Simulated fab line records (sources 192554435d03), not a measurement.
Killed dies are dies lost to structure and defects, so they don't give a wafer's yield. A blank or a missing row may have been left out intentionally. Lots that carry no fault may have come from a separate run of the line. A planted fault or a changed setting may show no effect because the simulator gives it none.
Which of the tools did it? | flow n5_finfet | 12 lots, 32 wafers sampled, at 3 steps of a route of 1938

== WHAT EACH GAUGE READ, for each wafer ==
N5_BEOL_M4_RC_MEAS_101. Usual: DIBL_N 36.3 mV/V, standard deviation 1.6; DIBL_P 36.2 mV/V, standard deviation 2; IOFF_N 0.160 nA/um, standard deviation 0.028; IOFF_P 0.21 nA/um, standard deviation 0.036; ION_N 677 uA/um, standard deviation 11; ION_P 465 uA/um, standard deviation 6.9; SS_N 71.5 mV/dec, standard deviation 0.55; SS_P 73.3 mV/dec, standard deviation 0.64; VT_N 250 mV, standard deviation 3; VT_P -250 mV, standard deviation 3.5.
lot  | measured     | on        | DIBL_N (mV/V)  | DIBL_P (mV/V)  | IOFF_N (nA/um)    | IOFF_P (nA/um) | ION_N (uA/um) | ION_P (uA/um) | SS_N (mV/dec)  | SS_P (mV/dec)  | VT_N (mV)   | VT_P (mV)      | flag
L835 | day 8 00:02  | prober-02 | 35.3 36.1 36.5 | 35.1 35.6 36.0 | 0.145 0.159 0.167 | 0.20 0.21 0.22 | 682 679 675   | 464 471 462   | 70.8 70.7 70.7 | 72.4 72.5 72.9 | 250 248 249 | -248 -247 -251 |
L836 | day 8 04:13  | prober-01 | 32.7 35.3      | 32.0 35.6      | 0.112 0.149       | 0.15 0.19      | 668 671       | 454 462       | 70.4 71.5      | 72.0 72.9      | 253 249     | -257 -253      |
L846 | day 11 00:25 | prober-02 | 37.0 35.0 35.2 | 34.4 33.2 32.7 | 0.143 0.127 0.130 | 0.18 0.17 0.16 | 663 668 673   | 460 463 459   | 71.6 70.7 71.0 | 73.0 72.5 72.9 | 253 253 254 | -253 -256 -257 |
L851 | day 12 12:45 | prober-02 | 34.3 33.1 35.6 | 35.0 34.0 37.1 | 0.128 0.112 0.155 | 0.18 0.17 0.21 | 662 660 689   | 465 458 472   | 71.2 71.3 71.4 | 72.5 72.6 73.0 | 253 255 249 | -251 -252 -252 |
L852 | day 12 16:46 | prober-01 | 36.1 34.9      | 36.7 35.5      | 0.142 0.133       | 0.19 0.18      | 666 673       | 457 463       | 71.4 71.2      | 73.5 72.8      | 254 252     | -251 -251      |
L853 | day 12 16:40 | prober-02 | 35.7 38.5 37.5 | 34.2 38.1 35.7 | 0.147 0.206 0.178 | 0.22 0.27 0.23 | 666 692 697   | 458 471 476   | 71.0 72.0 71.6 | 72.6 74.1 73.1 | 250 245 249 | -248 -246 -250 |
L854 | day 13 12:14 | prober-01 | 33.4 32.2      | 31.5 30.3      | 0.118 0.107       | 0.16 0.15      | 669 668       | 455 461       | 71.0 69.9      | 72.4 72.7      | 252 255     | -255 -254      |
L855 | day 13 12:34 | prober-02 | 34.3 34.5      | 34.8 34.4      | 0.135 0.128       | 0.20 0.18      | 665 665       | 463 462       | 71.1 70.9      | 73.0 73.1      | 251 253     | -249 -252      |
L857 | day 13 21:29 | prober-02 | 36.5 35.6 36.0 | 36.4 35.2 35.8 | 0.155 0.144 0.139 | 0.19 0.16 0.17 | 671 678 670   | 453 456 452   | 72.0 71.4 71.6 | 73.5 73.4 73.5 | 250 251 249 | -254 -257 -253 |

N5_MIM_TOP_LITHO_INSPECT_12: inspects for defects (macro). Usual: 2.0 for raw_defect_count, sd 1.5.
lot  | measured     | on                | raw_defect_count | flag
L835 | day 11 21:50 | defect_inspect-02 | 3 1 2            |
L836 | day 12 08:20 | defect_inspect-01 | 4 3              |
L846 | day 14 22:25 | defect_inspect-01 | 2 1 1            |
L851 | day 16 04:13 | defect_inspect-01 | 2 2 7            |
L852 | day 16 19:25 | defect_inspect-01 | 2 3              |
L853 | day 16 17:15 | defect_inspect-01 | 1 3 1            |
L854 | day 17 10:05 | defect_inspect-02 | 1 0              |
L855 | day 17 09:29 | defect_inspect-01 | 3 3              |
L857 | day 17 22:53 | defect_inspect-02 | 5 3 1            |

== WHICH TOOL RAN EACH LOT (tool, then ch and the chambers of the sampled wafers, then the start) ==
lot  | N5_MOL_CONTACT_COAG_WET_ETCH_26
L835 | wet_bench-03 ch 0,1,7, day 5 09:31
L836 | wet_bench-01 ch 2,7, day 5 11:30
L837 | wet_bench-06 ch 2,4,6, day 5 21:28
L838 | wet_bench-06 ch 0,1,4, day 6 01:10
L839 | wet_bench-03 ch 0,1,4, day 6 06:02
L846 | wet_bench-01 ch 3,5,6, day 7 23:27
L851 | wet_bench-03 ch 1,2,5, day 9 07:16
L852 | wet_bench-06 ch 5,7, day 9 12:07
L853 | wet_bench-06 ch 1,2,4, day 9 14:14
L854 | wet_bench-06 ch 2,4, day 9 21:43
L855 | wet_bench-06 ch 0,1, day 10 06:16
L857 | wet_bench-06 ch 1,2,3, day 10 18:55
- N5_MOL_CONTACT_COAG_WET_ETCH_26: target Co, target depth 13 nm.

== AS READ BY THE TOOLS THEMSELVES (means over the sampled wafers that have a number; for cases with no such wafer, the mark the record gives instead) ==
The record holds no such reading with a usual standard deviation.

== THE ANSWER, worked out from the rows above alone ==
Rule: a lot is off if the mean of its wafers that have a number lies more than 3 standard deviations from the usual mean. Also off: a lot with no number at a reading for which 4 or more lots have one. Where the step has rows for the other lots, those lots are counted as sound. After the gauges, taken in route order, come the tools' own readings; for these a lot's mean is taken, as printed above. The first step at which some lot is off is used, and at that step the reading that is off furthest; a lot without a number counts as furthest.
Nothing can be told from this: no lot is off at any reading shown.

== WHAT WAS PUT IN BY THE SIMULATOR ==
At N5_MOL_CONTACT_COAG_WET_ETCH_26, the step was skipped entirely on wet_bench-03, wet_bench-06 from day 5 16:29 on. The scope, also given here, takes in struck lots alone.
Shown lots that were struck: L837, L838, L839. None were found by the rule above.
